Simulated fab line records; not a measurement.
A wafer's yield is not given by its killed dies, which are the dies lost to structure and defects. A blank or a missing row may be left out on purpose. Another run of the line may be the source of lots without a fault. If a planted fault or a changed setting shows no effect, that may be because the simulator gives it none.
fab line records	flow nandHarc
record lots=24	wafers=72	lastDay=33
route steps=1302 shown A_STAIRCASE@671
lots with no fault: from the same line, run without faults
startH: start of the lot's first displayed wafer, in hours after the record's first day	waitH: how many hours have passed since the lot's step before this one	" as in the row above	L1.1+2: several wafers, shown together as one row	- no value present, or no start provided	* or withheld: withheld	< > ~ a bound
route shown NAME@n: names a module that has steps shown in the file, with the first one's number in the route	usual: average and standard deviation across the fault-free wafers	same: alike in all rows	chamber/n: place in a boat	sites: readings site by site	_std_site: their standard deviation	_edge_site: inner sites' mean taken away from outer sites' mean	radiusMm: how far each site lies from the wafer's centre	mask NAME#n: copy n	behind: the most recent tool/chamber to have shaped the wafer	hold: why the lot was held/for how many hours/how that ended	device: whichever transistor did not switch (one of n, p or np)	end of line: the route-end tests of the same wafers	a step with no rows: only its recipe	killed: the dies lost at the first sort to structure and to defects; this is not the yield of the wafer	map: a wafer's dies, marking killed ones x, the rest . and places with no die _
set.NAME: the setting as run; set.NAME@STEP: as run at that earlier step	model.NAME: the simulator's own value behind a step, which no gauge read
steps of the route over a sample of lots; a table a step, a row a wafer
services: when a tool's chamber went out of use (startH, in hours from the record's first day, below 0 if earlier), for how many hours, and the reason
## steps
# step NHARC_A_STAIRCASE_ETCH_15
# recipe targetDepthA=1000	timeS=40.5	ionEnergyEv=400	c4f8FlowSccm=20	o2FlowSccm=10	arFlowSccm=withheld	rfW=600	biasW=1000	chemistry=C4F8/O2
# usual oesProductAu=0.944/0.011	rfVppV=894/3.9
lot.wafer	tool	chamber	startH	waitH	oesProductAu	rfHoursCounterH	rfVppV
L074.2	rieDiel-09	0	-	-	0.950	9	890
L074.3	"	2	"	"	0.934	9	897
L074.6	"	0	"	"	0.946	-	892
L075.4	rieDiel-09	2	-	-	0.925	15	896
L075.2	"	3	"	"	0.932	4	898
L075.5	"	0	"	"	0.927	-	890
L078.1	rieDiel-06	1	-	-	0.962	30	899
L078.2	"	2	"	"	0.949	33	897
L078.4	"	0	"	"	0.940	31	894
L077.3	rieDiel-06	3	-	-	0.941	35	891
L077.4	"	1	"	"	0.942	31	899
L077.5	"	3	"	"	0.941	-	889
L076.2	rieDiel-06	0	-	-	0.937	33	894
L076.5	"	2	"	"	0.943	-	897
L076.6	"	3	"	"	0.940	-	891
L079.3	rieDiel-01	0	-	-	0.943	1	894
L079.2	"	2	"	"	0.934	1	889
L079.5	"	0	"	"	0.941	-	893
L080.3	rieDiel-01	1	-	-	0.952	10	899
L080.6	"	0	"	"	0.943	-	893
L080.5	"	1	"	"	0.949	-	900
L081.3	rieDiel-01	3	-	-	0.937	14	890
L081.1	"	1	"	"	0.933	11	897
L081.5	"	2	"	"	0.925	-	889
L082.4	rieDiel-01	3	-	-	0.949	18	890
L082.6	"	0	"	"	0.941	-	894
L082.5	"	1	"	"	0.957	-	900
L083.2	rieDiel-06	0	-	-	0.954	51	893
L083.5	"	0	"	"	0.950	-	894
L083.6	"	1	"	"	0.958	-	900
L085.3	rieDiel-01	2	-	-	0.940	21	889
L085.5	"	1	"	"	0.944	-	898
L085.4	"	2	"	"	0.944	-	888
L084.5	rieDiel-09	1	-	-	0.931	-	889
L084.6	"	2	"	"	0.926	-	895
L084.4	"	3	"	"	0.923	-	898
L087.4	rieDiel-09	3	-	-	0.927	45	898
L087.2	"	1	"	"	0.957	51	890
L087.3	"	2	"	"	0.951	53	897
L086.2	rieDiel-01	2	-	-	0.954	26	888
L086.6	"	0	"	"	0.944	-	896
L086.5	"	1	"	"	0.950	-	900
L089.3	rieDiel-01	3	-	-	0.951	37	888
L089.5	"	1	"	"	0.944	-	899
L089.6	"	2	"	"	0.943	-	886
L088.2	rieDiel-06	1	-	-	0.951	4	898
L088.4	"	2	"	"	0.968	4	897
L088.5	"	0	"	"	0.966	-	895
L090.1	rieDiel-06	3	-	-	0.953	8	890
L090.2	"	0	"	"	0.962	9	893
L090.3	"	1	"	"	0.954	8	898
L091.2	rieDiel-01	0	-	-	0.952	41	893
L091.4	"	1	"	"	0.945	40	898
L091.3	"	2	"	"	0.947	38	888
L092.2	rieDiel-01	1	-	-	0.936	45	898
L092.1	"	0	"	"	0.924	46	892
L092.5	"	1	"	"	0.938	-	898
L093.4	rieDiel-01	2	-	-	0.930	46	888
L093.3	"	3	"	"	0.931	47	889
L093.2	"	0	"	"	0.939	48	893
L095.1	rieDiel-06	3	-	-	0.939	19	890
L095.2	"	1	"	"	0.954	24	898
L095.4	"	2	"	"	0.938	24	897
L094.2	rieDiel-01	0	-	-	0.946	0	893
L094.5	"	1	"	"	0.951	-	898
L094.4	"	0	"	"	0.951	-	894
L096.1	rieDiel-09	2	-	-	0.941	25	894
L096.3	"	0	"	"	0.944	29	889
L096.6	"	3	"	"	0.940	-	897
L097.1	rieDiel-01	1	-	-	0.949	10	897
L097.2	"	2	"	"	0.969	9	887
L097.5	"	1	"	"	0.948	-	898
# step NHARC_A_STAIRCASE_ETCH_17
# recipe targetDepthA=1000	timeS=40.5	ionEnergyEv=400	c4f8FlowSccm=20	o2FlowSccm=10	arFlowSccm=withheld	rfW=600	biasW=1000	chemistry=C4F8/O2
# usual oesProductAu=0.944/0.009	rfVppV=893/4.1
lot.wafer	tool	chamber	startH	waitH	oesProductAu	rfHoursCounterH	rfVppV
L074.2	rieDiel-09	1	-	-	0.938	9	889
L074.3	"	0	"	"	0.943	9	891
L074.6	"	0	"	"	0.959	-	890
L075.2	rieDiel-09	3	-	-	0.920	4	898
L075.4	"	2	"	"	0.925	15	898
L075.5	"	0	"	"	0.930	-	889
L078.2	rieDiel-06	0	-	-	0.950	31	894
L078.1	"	1	"	"	0.948	30	899
L078.4	"	3	"	"	0.957	34	891
L077.3	rieDiel-06	1	-	-	0.942	32	899
L077.4	"	3	"	"	0.944	35	890
L077.5	"	1	"	"	0.949	-	900
L076.2	rieDiel-06	0	-	-	0.939	33	894
L076.5	"	2	"	"	0.943	-	897
L076.6	"	3	"	"	0.947	-	891
L079.3	rieDiel-01	2	-	-	0.947	1	888
L079.2	"	3	"	"	0.938	1	889
L079.5	"	0	"	"	0.941	-	892
L080.3	rieDiel-01	1	-	-	0.946	10	900
L080.6	"	1	"	"	0.952	-	899
L080.5	"	2	"	"	0.938	-	887
L081.3	rieDiel-01	0	-	-	0.953	13	892
L081.1	"	2	"	"	0.949	12	889
L081.5	"	0	"	"	0.948	-	893
L082.4	rieDiel-01	1	-	-	0.960	17	898
L082.5	"	2	"	"	0.944	-	888
L082.6	"	3	"	"	0.944	-	888
L083.2	rieDiel-06	0	-	-	0.956	51	894
L083.5	"	3	"	"	0.939	-	891
L083.6	"	0	"	"	0.954	-	894
L085.3	rieDiel-01	2	-	-	0.937	22	889
L085.4	"	0	"	"	0.931	-	894
L085.5	"	1	"	"	0.947	-	900
L084.6	rieDiel-09	3	-	-	0.938	-	898
L084.4	"	1	"	"	0.931	-	890
L084.5	"	2	"	"	0.943	-	896
L087.3	rieDiel-09	3	-	-	0.937	45	899
L087.2	"	0	"	"	0.954	44	889
L087.4	"	1	"	"	0.946	51	889
L086.2	rieDiel-01	0	-	-	0.934	30	893
L086.5	"	0	"	"	0.947	-	894
L086.6	"	1	"	"	0.946	-	896
L089.3	rieDiel-01	2	-	-	0.941	36	888
L089.5	"	1	"	"	0.943	-	898
L089.6	"	2	"	"	0.952	-	889
L088.2	rieDiel-06	2	-	-	0.939	4	896
L088.4	"	3	"	"	0.962	5	890
L088.5	"	2	"	"	0.935	-	896
L090.2	rieDiel-06	2	-	-	0.942	8	896
L090.1	"	3	"	"	0.950	8	890
L090.3	"	0	"	"	0.943	9	893
L091.4	rieDiel-01	2	-	-	0.938	39	888
L091.3	"	0	"	"	0.947	41	894
L091.2	"	1	"	"	0.953	40	898
L092.2	rieDiel-01	3	-	-	0.928	43	888
L092.1	"	0	"	"	0.939	46	893
L092.5	"	2	"	"	0.944	-	889
L093.3	rieDiel-01	3	-	-	0.937	47	888
L093.2	"	0	"	"	0.935	49	893
L093.4	"	0	"	"	0.927	-	892
L095.4	rieDiel-06	3	-	-	0.953	19	890
L095.2	"	0	"	"	0.946	25	893
L095.1	"	2	"	"	0.936	24	895
L094.2	rieDiel-01	0	-	-	0.947	0	892
L094.4	"	1	"	"	0.957	-	898
L094.5	"	0	"	"	0.950	-	893
L096.1	rieDiel-09	2	-	-	0.944	25	895
L096.3	"	3	"	"	0.937	25	898
L096.6	"	3	"	"	0.952	-	898
L097.1	rieDiel-01	0	-	-	0.939	8	893
L097.2	"	1	"	"	0.952	10	899
L097.5	"	2	"	"	0.956	-	887
# step NHARC_A_STAIRCASE_TRIM_198
# recipe timeS=211.2	o2FlowSccm=500	arFlowSccm=0	biasW=0	chemistry=O2
# usual drypumpMotorCurrentA=5.6/0.41	mfcArSccm=0.010/0.011	oesProductAu=1.000/0.0078	rfVppV=57.6/0.82	showerheadPlenumPTorr=3.45/0.11	throttleValvePct=17.036/0.0089
lot.wafer	tool	chamber	startH	waitH	drypumpMotorCurrentA	mfcArSccm	oesProductAu	rfHoursCounterH	rfVppV	showerheadPlenumPTorr	throttleValvePct
L074.3	rieDiel-01	0	-	-	5.7	0.011	0.993	32	56.7	3.47	17.039
L074.2	"	1	"	"	4.8	0.009	1.005	33	58.1	3.62	17.034
L074.6	"	3	"	"	5.3	0	0.998	-	58.7	3.36	17.045
L075.2	rieDiel-09	2	-	-	5.8	0.032	0.988	16	57.9	3.54	17.031
L075.4	"	3	"	"	5.8	0.024	0.991	6	57.5	3.61	17.030
L075.5	"	2	"	"	5.8	0.032	0.995	-	57.3	3.54	17.040
L078.2	rieDiel-09	0	-	-	5.7	0	0.998	18	56.5	3.37	17.034
L078.1	"	1	"	"	6.2	0	0.984	21	57.6	3.38	17.048
L078.4	"	3	"	"	5.8	0.024	0.997	12	57.6	3.61	17.029
L077.4	rieDiel-06	3	-	-	5.9	0.026	0.996	38	58.1	3.39	17.032
L077.3	"	1	"	"	5.8	0	1.008	35	56.3	3.62	17.044
L077.5	"	3	"	"	5.9	0.026	1.002	-	57.4	3.39	17.037
L076.2	rieDiel-01	1	-	-	4.8	0.009	1.009	0	57.5	3.61	17.032
L076.6	"	3	"	"	5.3	0	1.009	-	56.0	3.35	17.028
L076.5	"	0	"	"	5.7	0.011	0.996	-	56.6	3.47	17.034
L079.3	rieDiel-01	2	-	-	5.9	0.004	0.994	2	57.0	3.34	17.048
L079.2	"	0	"	"	5.7	0.011	1.003	3	58.2	3.47	17.045
L079.5	"	1	"	"	4.8	0.009	0.999	-	59.3	3.61	17.032
L080.3	rieDiel-09	2	-	-	5.8	0.032	0.987	36	57.2	3.53	17.017
L080.6	"	1	"	"	6.2	0	0.990	-	57.6	3.38	17.041
L080.5	"	2	"	"	5.9	0.032	0.989	-	57.4	3.53	17.038
L081.3	rieDiel-09	2	-	-	5.8	0.032	0.996	38	57.9	3.53	17.044
L081.1	"	1	"	"	6.2	0	0.981	36	57.1	3.38	17.030
L081.5	"	3	"	"	5.8	0.024	0.992	-	56.8	3.60	17.053
L083.2	rieDiel-01	0	-	-	5.7	0.011	1.001	21	57.3	3.46	17.043
L083.6	"	3	"	"	5.3	0	1.006	-	57.7	3.34	17.048
L083.5	"	0	"	"	5.7	0.011	0.999	-	59.3	3.46	17.028
L082.4	rieDiel-09	1	454.31	0.2	6.2	0	0.993	-	56.4	3.37	17.028
L082.5	"	3	"	"	5.8	0.024	0.994	-	58.2	3.60	17.034
L082.6	"	1	"	"	6.2	0	0.998	-	57.0	3.37	17.037
L085.4	rieDiel-01	2	-	-	5.9	0.004	0.998	23	55.9	3.33	17.052
L085.3	"	3	"	"	5.3	0	1.002	26	57.1	3.34	17.035
L085.5	"	3	"	"	5.3	0	1.000	-	57.8	3.34	17.034
L084.4	rieDiel-01	0	-	-	5.7	0.011	0.998	28	57.3	3.45	17.047
L084.6	"	2	"	"	5.9	0.004	0.997	-	57.6	3.33	17.028
L084.5	"	3	"	"	5.3	0	0.991	-	58.7	3.34	17.044
L087.3	rieDiel-06	2	-	-	5.0	0.003	0.998	62	57.4	3.54	17.042
L087.2	"	3	"	"	5.9	0.026	0.997	64	58.3	3.38	17.047
L087.4	"	0	"	"	5.8	0.028	1.003	63	57.9	3.46	17.047
L086.2	rieDiel-06	3	-	-	5.9	0.026	1.007	64	57.2	3.38	17.037
L086.6	"	2	"	"	5.1	0.003	0.998	-	58.1	3.54	17.037
L086.5	"	3	"	"	5.9	0.026	1.006	-	56.1	3.38	17.046
L089.3	rieDiel-01	1	-	-	4.8	0.009	0.998	39	58.3	3.59	17.040
L089.6	"	3	"	"	5.3	0	1.001	-	57.2	3.33	17.032
L089.5	"	0	"	"	5.7	0.011	0.990	-	57.3	3.45	17.020
L088.2	rieDiel-06	2	-	-	5.0	0.003	0.997	5	56.9	3.53	17.045
L088.4	"	3	"	"	5.9	0.026	1.011	6	57.6	3.37	17.038
L088.5	"	1	"	"	5.8	0	1.016	-	58.5	3.60	17.039
L090.3	rieDiel-09	1	-	-	6.2	0	0.996	6	56.2	3.36	17.029
L090.1	"	3	"	"	5.8	0.024	0.993	8	59.7	3.58	17.030
L090.2	"	0	"	"	5.7	0	1.011	6	56.9	3.35	17.028
L091.3	rieDiel-01	0	-	-	5.7	0.011	0.999	46	57.1	3.44	17.036
L091.4	"	1	"	"	4.8	0.009	0.994	45	57.6	3.59	17.047
L091.2	"	2	"	"	5.9	0.004	1.007	42	56.0	3.32	17.039
L092.2	rieDiel-01	3	-	-	5.2	0	1.007	45	58.6	3.33	17.046
L092.1	"	0	"	"	5.7	0.011	1.001	48	57.9	3.44	17.036
L092.5	"	3	"	"	5.3	0	1.001	-	58.1	3.33	17.042
L093.4	rieDiel-01	2	-	-	5.9	0.004	0.999	46	58.2	3.32	17.036
L093.3	"	0	"	"	5.7	0.011	0.999	50	58.2	3.44	17.044
L093.2	"	1	"	"	4.8	0.009	1.000	50	58.6	3.58	17.041
L095.4	rieDiel-01	1	-	-	4.8	0.009	1.003	2	57.9	3.58	17.037
L095.2	"	2	"	"	5.9	0.004	1.010	2	57.9	3.31	17.042
L095.1	"	0	"	"	5.7	0.011	1.011	2	58.0	3.44	17.042
L094.4	rieDiel-06	0	-	-	5.8	0.028	1.016	26	57.9	3.44	17.030
L094.2	"	2	"	"	5.0	0.003	1.005	25	58.8	3.52	17.036
L094.5	"	0	"	"	5.8	0.028	1.005	-	57.2	3.44	17.041
L096.1	rieDiel-06	2	-	-	5.0	0.003	0.998	27	58.5	3.52	17.045
L096.3	"	0	"	"	5.8	0.028	0.999	28	59.4	3.44	17.025
L096.6	"	2	"	"	5.0	0.003	0.989	-	58.2	3.52	17.039
L097.1	rieDiel-01	2	-	-	5.9	0.004	1.011	11	57.3	3.31	17.039
L097.2	"	3	"	"	5.3	0	1.001	8	57.2	3.32	17.050
L097.5	"	0	"	"	5.7	0.011	1.003	-	57.3	3.43	17.051
# step NHARC_A_STAIRCASE_ETCH_199
# recipe targetDepthA=1000	timeS=40.5	ionEnergyEv=400	c4f8FlowSccm=20	o2FlowSccm=10	arFlowSccm=withheld	rfW=600	biasW=1000	chemistry=C4F8/O2
# usual oesProductAu=0.944/0.012	rfVppV=894/3.9
lot.wafer	tool	chamber	startH	waitH	oesProductAu	rfHoursCounterH	rfVppV
L074.2	rieDiel-01	0	-	-	0.930	33	893
L074.3	"	1	"	"	0.928	33	899
L074.6	"	1	"	"	0.937	-	898
L075.4	rieDiel-09	2	-	-	0.942	16	896
L075.2	"	3	"	"	0.949	6	899
L075.5	"	2	"	"	0.951	-	896
L078.1	rieDiel-09	3	-	-	0.937	12	899
L078.2	"	1	"	"	0.924	22	891
L078.4	"	2	"	"	0.938	23	896
L077.4	rieDiel-06	1	-	-	0.948	35	900
L077.3	"	2	"	"	0.937	37	895
L077.5	"	0	"	"	0.948	-	895
L076.2	rieDiel-01	3	-	-	0.939	1	889
L076.5	"	2	"	"	0.944	-	890
L076.6	"	3	"	"	0.944	-	888
L079.2	rieDiel-01	2	-	-	0.947	2	890
L079.3	"	3	"	"	0.961	2	891
L079.5	"	0	"	"	0.950	-	894
L080.3	rieDiel-09	1	-	-	0.924	35	891
L080.5	"	2	"	"	0.944	-	897
L080.6	"	3	"	"	0.951	-	899
L081.3	rieDiel-09	1	-	-	0.947	36	889
L081.1	"	3	"	"	0.949	28	899
L081.5	"	2	"	"	0.951	-	895
L083.2	rieDiel-01	3	-	-	0.955	20	890
L083.5	"	0	"	"	0.959	-	895
L083.6	"	1	"	"	0.974	-	898
L082.6	rieDiel-09	3	-	-	0.924	-	899
L082.5	"	1	"	"	0.922	-	891
L082.4	"	2	"	"	0.907	-	897
L085.3	rieDiel-01	2	-	-	0.937	23	888
L085.4	"	0	"	"	0.925	28	892
L085.5	"	2	"	"	0.931	-	890
L084.4	rieDiel-01	2	-	-	0.927	23	887
L084.6	"	2	"	"	0.929	-	888
L084.5	"	3	"	"	0.938	-	889
L087.3	rieDiel-06	1	-	-	0.954	63	899
L087.2	"	2	"	"	0.915	62	899
L087.4	"	3	"	"	0.946	64	891
L086.2	rieDiel-06	1	-	-	0.956	63	898
L086.5	"	2	"	"	0.943	-	895
L086.6	"	3	"	"	0.936	-	890
L089.3	rieDiel-01	1	-	-	0.949	39	897
L089.6	"	1	"	"	0.951	-	898
L089.5	"	2	"	"	0.941	-	888
L088.4	rieDiel-06	1	-	-	0.954	6	898
L088.2	"	2	"	"	0.949	5	895
L088.5	"	2	"	"	0.941	-	895
L090.2	rieDiel-09	2	-	-	0.937	9	897
L090.3	"	3	"	"	0.949	8	898
L090.1	"	1	"	"	0.947	6	890
L091.4	rieDiel-01	3	-	-	0.963	43	891
L091.3	"	0	"	"	0.949	46	894
L091.2	"	1	"	"	0.940	45	898
L092.2	rieDiel-01	1	-	-	0.942	47	898
L092.1	"	3	"	"	0.930	45	887
L092.5	"	1	"	"	0.946	-	897
L093.2	rieDiel-01	0	-	-	0.953	50	893
L093.4	"	1	"	"	0.956	50	898
L093.3	"	2	"	"	0.937	46	888
L095.2	rieDiel-01	3	-	-	0.960	1	889
L095.4	"	1	"	"	0.959	2	897
L095.1	"	2	"	"	0.957	2	889
L094.4	rieDiel-06	0	-	-	0.960	26	894
L094.2	"	3	"	"	0.961	20	890
L094.5	"	0	"	"	0.950	-	893
L096.1	rieDiel-06	0	-	-	0.947	28	892
L096.3	"	3	"	"	0.951	22	889
L096.6	"	1	"	"	0.940	-	898
L097.1	rieDiel-01	1	-	-	0.930	12	898
L097.2	"	3	"	"	0.935	8	888
L097.5	"	1	"	"	0.936	-	898
# step NHARC_A_STAIRCASE_ETCH_203
# recipe targetDepthA=1000	timeS=40.5	ionEnergyEv=400	c4f8FlowSccm=20	o2FlowSccm=10	arFlowSccm=withheld	rfW=600	biasW=1000	chemistry=C4F8/O2
# usual oesProductAu=0.943/0.0092	rfVppV=893/4
lot.wafer	tool	chamber	startH	waitH	oesProductAu	rfHoursCounterH	rfVppV
L074.2	rieDiel-01	3	-	-	0.945	34	889
L074.3	"	0	"	"	0.926	33	894
L074.6	"	3	"	"	0.938	-	889
L075.2	rieDiel-09	1	-	-	0.918	15	892
L075.4	"	2	"	"	0.929	17	896
L075.5	"	0	"	"	0.929	-	891
L078.2	rieDiel-09	1	-	-	0.948	22	890
L078.1	"	3	"	"	0.943	13	897
L078.4	"	0	"	"	0.947	19	891
L077.4	rieDiel-06	3	-	-	0.938	38	890
L077.3	"	1	"	"	0.939	35	901
L077.5	"	0	"	"	0.947	-	894
L076.2	rieDiel-01	3	-	-	0.939	1	888
L076.5	"	3	"	"	0.939	-	888
L076.6	"	0	"	"	0.934	-	894
L079.2	rieDiel-01	1	-	-	0.962	3	899
L079.3	"	0	"	"	0.949	3	892
L079.5	"	2	"	"	0.939	-	889
L080.3	rieDiel-09	0	-	-	0.954	33	889
L080.6	"	3	"	"	0.950	-	900
L080.5	"	0	"	"	0.943	-	889
L081.1	rieDiel-09	3	-	-	0.950	28	899
L081.3	"	1	"	"	0.933	37	891
L081.5	"	3	"	"	0.942	-	898
L083.2	rieDiel-01	3	-	-	0.959	20	889
L083.6	"	0	"	"	0.947	-	894
L083.5	"	1	"	"	0.945	-	899
L082.6	rieDiel-09	2	-	-	0.944	-	897
L082.4	"	3	"	"	0.943	-	897
L082.5	"	1	"	"	0.935	-	891
L085.4	rieDiel-01	1	-	-	0.941	24	898
L085.3	"	0	"	"	0.937	28	893
L085.5	"	1	"	"	0.946	-	898
L084.4	rieDiel-01	0	-	-	0.939	28	893
L084.5	"	3	"	"	0.945	-	888
L084.6	"	0	"	"	0.933	-	894
L087.4	rieDiel-06	3	-	-	0.932	64	891
L087.2	"	0	"	"	0.942	63	895
L087.3	"	2	"	"	0.939	63	894
L086.2	rieDiel-06	3	-	-	0.931	64	890
L086.6	"	3	"	"	0.929	-	891
L086.5	"	0	"	"	0.954	-	893
L089.3	rieDiel-01	0	-	-	0.928	40	893
L089.6	"	1	"	"	0.943	-	898
L089.5	"	2	"	"	0.943	-	889
L088.4	rieDiel-06	3	-	-	0.963	6	890
L088.2	"	1	"	"	0.962	6	897
L088.5	"	0	"	"	0.955	-	894
L091.2	rieDiel-01	1	-	-	0.944	45	897
L091.4	"	2	"	"	0.961	42	888
L091.3	"	0	"	"	0.941	46	892
L090.1	rieDiel-09	0	-	-	0.947	7	890
L090.2	"	1	"	"	0.941	7	889
L090.3	"	2	"	"	0.942	10	895
L092.2	rieDiel-01	0	-	-	0.931	48	891
L092.1	"	1	"	"	0.952	47	898
L092.5	"	2	"	"	0.943	-	889
L093.4	rieDiel-01	1	-	-	0.953	51	899
L093.2	"	3	"	"	0.936	49	887
L093.3	"	0	"	"	0.947	50	893
L095.1	rieDiel-01	2	-	-	0.933	2	888
L095.2	"	0	"	"	0.946	2	892
L095.4	"	1	"	"	0.932	2	898
L094.2	rieDiel-06	1	-	-	0.950	26	899
L094.4	"	2	"	"	0.947	25	895
L094.5	"	3	"	"	0.964	-	890
L096.1	rieDiel-06	1	-	-	0.934	27	897
L096.3	"	3	"	"	0.953	22	890
L096.6	"	0	"	"	0.960	-	892
L097.1	rieDiel-01	0	-	-	0.931	10	893
L097.2	"	1	"	"	0.955	12	898
L097.5	"	3	"	"	0.941	-	888
# step NHARC_A_STAIRCASE_TRIM_220
# recipe timeS=211.2	o2FlowSccm=500	arFlowSccm=0	biasW=0	chemistry=O2
# usual drypumpMotorCurrentA=5.6/0.39	mfcArSccm=0.011/0.012	oesProductAu=0.998/0.008	rfVppV=57.5/0.86	showerheadPlenumPTorr=3.45/0.11	throttleValvePct=17.036/0.0085
lot.wafer	tool	chamber	startH	waitH	drypumpMotorCurrentA	mfcArSccm	oesProductAu	rfHoursCounterH	rfVppV	showerheadPlenumPTorr	throttleValvePct
L074.2	rieDiel-09	3	356.79	0.1	5.8	0.024	0.974	2	57.4	3.61	17.034
L074.3	"	1	"	"	6.2	0	0.980	13	57.0	3.39	17.032
L074.6	"	3	"	"	5.8	0.024	0.985	-	57.4	3.61	17.041
L075.4	rieDiel-09	0	366.21	0.1	5.7	0	0.995	15	58.3	3.37	17.046
L075.2	"	1	"	"	6.2	0	0.988	15	59.0	3.39	17.042
L075.5	"	3	"	"	5.8	0.024	0.993	-	56.0	3.61	17.044
L078.2	rieDiel-06	0	392.50	0.1	5.8	0.028	1.008	35	58.6	3.47	17.031
L078.1	"	1	"	"	5.8	0	1.001	35	57.6	3.62	17.047
L078.4	"	3	"	"	5.9	0.026	0.996	38	56.9	3.39	17.037
L077.4	rieDiel-01	0	395.31	0.1	5.6	0.011	1.000	2	57.8	3.47	17.031
L077.3	"	3	"	"	5.3	0	0.989	2	57.3	3.35	17.033
L077.5	"	1	"	"	4.8	0.009	1.006	-	56.9	3.61	17.041
L076.2	rieDiel-09	2	395.61	0.1	5.8	0.032	0.988	26	57.7	3.54	17.041
L076.6	"	1	"	"	6.3	0	0.997	-	58.2	3.38	17.046
L076.5	"	2	"	"	5.8	0.032	0.999	-	57.1	3.54	17.035
L079.2	rieDiel-01	0	400.60	0.1	5.7	0.011	1.002	3	58.3	3.47	17.027
L079.3	"	3	"	"	5.3	0	1.007	3	58.4	3.35	17.051
L079.5	"	0	"	"	5.7	0.011	0.995	-	58.6	3.47	17.042
L080.3	rieDiel-09	1	430.56	0.1	6.2	0	0.989	35	57.1	3.38	17.012
L080.6	"	0	"	"	5.7	0	1.002	-	57.4	3.36	17.059
L080.5	"	1	"	"	6.2	0	0.979	-	57.1	3.38	17.026
L081.1	rieDiel-06	1	435.18	0.1	5.8	0	1.007	48	57.4	3.61	17.026
L081.3	"	2	"	"	5.1	0.003	0.996	48	57.7	3.54	17.036
L081.5	"	1	"	"	5.8	0	0.987	-	58.8	3.61	17.052
L083.2	rieDiel-01	1	458.03	0.2	4.8	0.009	1.003	20	58.0	3.60	17.028
L083.6	"	3	"	"	5.3	0	1.011	-	56.6	3.34	17.043
L083.5	"	0	"	"	5.7	0.011	0.988	-	57.9	3.45	17.033
L082.4	rieDiel-01	0	458.12	0.2	5.7	0.011	1.003	25	58.6	3.45	17.052
L082.6	"	2	"	"	5.9	0.004	1.004	-	56.8	3.33	17.047
L082.5	"	3	"	"	5.3	0	0.998	-	55.8	3.34	17.026
L085.3	rieDiel-01	2	468.02	0.1	5.9	0.004	0.998	24	56.9	3.33	17.041
L085.4	"	0	"	"	5.7	0.011	0.981	28	56.0	3.45	17.039
L085.5	"	2	"	"	5.9	0.004	1.001	-	57.8	3.33	17.048
L084.4	rieDiel-06	3	468.22	0.1	5.9	0.026	0.993	61	57.9	3.38	17.044
L084.6	"	0	"	"	5.7	0.028	1.010	-	57.9	3.46	17.023
L084.5	"	1	"	"	5.8	0	1.009	-	57.1	3.60	17.031
L087.4	rieDiel-09	0	481.90	0.1	5.7	0	1.001	46	58.0	3.35	17.026
L087.3	"	1	"	"	6.2	0	0.996	54	58.4	3.37	17.016
L087.2	"	2	"	"	5.9	0.032	0.988	55	58.7	3.52	17.036
L086.2	rieDiel-01	3	482.12	0.1	5.3	0	0.999	30	56.7	3.33	17.046
L086.5	"	1	"	"	4.8	0.009	1.001	-	58.0	3.59	17.026
L086.6	"	2	"	"	5.9	0.004	0.999	-	57.7	3.33	17.034
L089.3	rieDiel-09	0	515.53	0.1	5.7	0	1.001	2	58.0	3.35	17.042
L089.5	"	2	"	"	5.8	0.032	1.001	-	59.3	3.52	17.032
L089.6	"	3	"	"	5.8	0.024	0.997	-	57.9	3.58	17.022
L088.4	rieDiel-01	2	516.18	0.1	5.9	0.004	0.991	38	56.3	3.32	17.023
L088.2	"	0	"	"	5.7	0.011	0.993	40	56.6	3.45	17.036
L088.5	"	1	"	"	4.8	0.009	1.008	-	59.1	3.59	17.020
L091.2	rieDiel-06	2	529.89	0.2	5.0	0.003	1.001	12	58.2	3.53	17.050
L091.3	"	1	"	"	5.8	0	1.010	14	57.0	3.59	17.032
L091.4	"	0	"	"	5.7	0.028	0.998	-	59.6	3.45	17.023
L090.3	rieDiel-09	2	530.08	0.1	5.8	0.032	1.003	10	58.4	3.51	17.035
L090.2	"	3	"	"	5.8	0.024	0.999	9	57.5	3.58	17.056
L090.1	"	0	"	"	5.7	0	1.004	7	56.3	3.35	17.028
L092.1	rieDiel-01	3	535.73	0.1	5.3	0	0.997	45	56.4	3.33	17.029
L092.2	"	1	"	"	4.8	0.009	1.006	47	56.7	3.58	17.050
L092.5	"	3	"	"	5.3	0	0.998	-	57.9	3.33	17.032
L093.4	rieDiel-01	3	551.77	0.1	5.3	0	0.999	50	57.3	3.32	17.037
L093.3	"	0	"	"	5.7	0.011	0.988	51	57.9	3.44	17.024
L093.2	"	1	"	"	4.8	0.009	1.006	51	57.7	3.58	17.025
L095.4	rieDiel-06	3	574.65	0.1	5.9	0.026	1.004	21	58.5	3.36	17.044
L095.1	"	0	"	"	5.7	0.028	0.998	26	57.4	3.44	17.029
L095.2	"	1	"	"	5.8	0	1.009	26	57.8	3.59	17.041
L094.4	rieDiel-09	0	575.24	0.1	5.7	0	0.991	29	56.8	3.33	17.054
L094.2	"	2	"	"	5.9	0.032	0.997	25	57.3	3.51	17.033
L094.5	"	1	"	"	6.3	0	1.002	-	57.2	3.35	17.039
L096.1	rieDiel-01	3	580.99	0.1	5.3	0	0.997	3	56.4	3.32	17.030
L096.3	"	2	"	"	5.9	0.004	1.004	7	57.3	3.31	17.038
L096.6	"	0	"	"	5.7	0.011	0.998	-	57.9	3.44	17.030
L097.2	rieDiel-09	0	595.55	0.1	5.7	0	0.998	37	58.4	3.33	17.036
L097.1	"	1	"	"	6.2	0	1.002	34	57.0	3.34	17.047
L097.5	"	1	"	"	6.2	0	0.995	-	57.6	3.34	17.040
## services
tool	chamber	startH	hours	kind
rieDiel-09	3	329.30	21.7	repair
rieDiel-01	2	348.93	9.0	repair
rieDiel-01	1	359.08	9.7	repair
rieDiel-01	0	359.56	-	clean
rieDiel-01	2	359.56	-	clean
rieDiel-01	3	359.56	-	clean
rieDiel-09	0	380.91	7.5	repair
rieDiel-01	-	381.23	9.0	pm
rieDiel-01	0	381.23	9.0	ventCycle
rieDiel-01	1	381.23	9.0	ventCycle
rieDiel-06	0	421.50	4.5	repair
rieDiel-09	2	450.40	4.0	repair
rieDiel-09	0	452.41	12.4	repair
rieDiel-06	-	484.20	9.0	pm
rieDiel-09	0	485.52	4.6	repair
rieDiel-09	-	499.32	9.0	pm
rieDiel-06	-	505.03	0.9	repair
rieDiel-01	0	534.48	5.9	repair
rieDiel-01	3	553.19	17.0	repair
rieDiel-06	2	553.95	8.9	repair
rieDiel-01	-	558.35	9.0	pm
rieDiel-09	1	567.42	1.8	repair
rieDiel-01	3	573.93	2.5	repair
rieDiel-06	2	584.26	14.5	repair
## key
fault none
